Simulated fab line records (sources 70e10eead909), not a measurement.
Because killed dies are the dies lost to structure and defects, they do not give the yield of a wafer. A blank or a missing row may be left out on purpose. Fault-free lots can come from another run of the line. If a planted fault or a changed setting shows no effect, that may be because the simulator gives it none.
8D (eight disciplines) problem report, filled in by code / flow nand_harc / the parts of the form that need people (team, actions taken, sign-off) are left out

== 1. THE ISSUE ==
Wafers without a fault read 201.0 W, standard deviation 1.2; heater_power_total_W at NHARC_A_ZERO_WELL_SOFTBAKE_05 reads a mean of 318.5 W on 9 wafers belonging to 3 lots. Measured from the usual mean, that is +98 standard deviations.
The step: time 70 s.
Seen first at day 10 15:00 on litho_track-03, wafer L806.2. The record holds 36 wafers of 12 lots with a number at this step. By rule, "out" or "out of limits" means more than 4 standard deviations away from the usual mean. Any other wafer with a number is counted as sound.

== 2. WHAT IT IS; WHAT IT IS NOT ==
question=which readings at this step | is=heater_power_total_W | is not=-
question=which lots | is=L806, L807, L808 | is not=L797, L799, L800, L809, L812, L815, L816, L819, L820
question=which wafers of those lots | is=all that have a number | is not=-
question=read on which tools | is=litho_track-03 | is not=litho_track-05, litho_track-07
question=when | is=from day 10 15:00 | is not=up to then (9 sound wafers); but 18 sound wafers of L809, L812, L815, L816, L819, L820 came after

== 3. WHAT RULES OUT EACH SUSPECT ==
Counting: a tool at a process step up to the reading stays a suspect if it ran every lot that is out and no sound lot after the first of them.
- rie_diel-01 at NHARC_P_BONDPAD_ETCH_24 (etches the open film in CF4/N2, target depth 30 nm, time 72.99 s): ruled out as a lasting fault. Following L806 (day 10 13:40), the first lot on it that is out, the sound lots L812, L816, L820 were run on it. NHARC_P_BONDPAD_ETCH_24 gives no start for some lots, so the hours and the order of its lots are those of NHARC_P_BONDPAD_CMP_19.
- cmp-03 at NHARC_P_BONDPAD_CMP_19 (polishes, t overpolish 30 s, cu recess touch 16 s, target thk 160.81 nm): ruled out as a lasting fault. Following L806 (day 10 13:40), the first lot on it that is out, the sound lots L809 were run on it.
- litho_track-03 at NHARC_A_ZERO_WELL_SOFTBAKE_05 (time 70 s): ruled out as a lasting fault. Following L806 (day 10 15:00), the first lot on it that is out, the sound lots L815, L816, L820 were run on it.
Left after counting: nothing in the record.

== 4. THE CAUSE (what the simulator had put in) ==
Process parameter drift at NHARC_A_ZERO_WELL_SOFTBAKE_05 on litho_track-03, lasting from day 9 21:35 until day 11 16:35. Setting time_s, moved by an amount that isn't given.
Counting ruled it out, wrongly.

== 5. SEQUENCE OF EFFECTS, ordered by route ==
One row per reading whose mean, taken over the struck wafers that have a number, lies over 3 standard deviations from the usual. Readings are gone through only where the record gives a usual standard deviation; hours: the median, over the lots, of the time from a lot's start at the first step in this table giving one to that lot's start at this step; sigmas: the change measured in usual standard deviations.
hours=0; step=NHARC_A_ZERO_WELL_SOFTBAKE_05; reading=heater_power_total_W; usual=201.0 W; on struck wafers=318.5; change=+117.5; sigmas=+98
Here are the process steps it includes:
- NHARC_A_ZERO_WELL_SOFTBAKE_05: time 70 s.

== 6. WHAT WOULD HAVE CAUGHT IT SOONER ==
In this record the first reading out of limits was taken at day 10 15:00, 17 hours after the fault began at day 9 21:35.
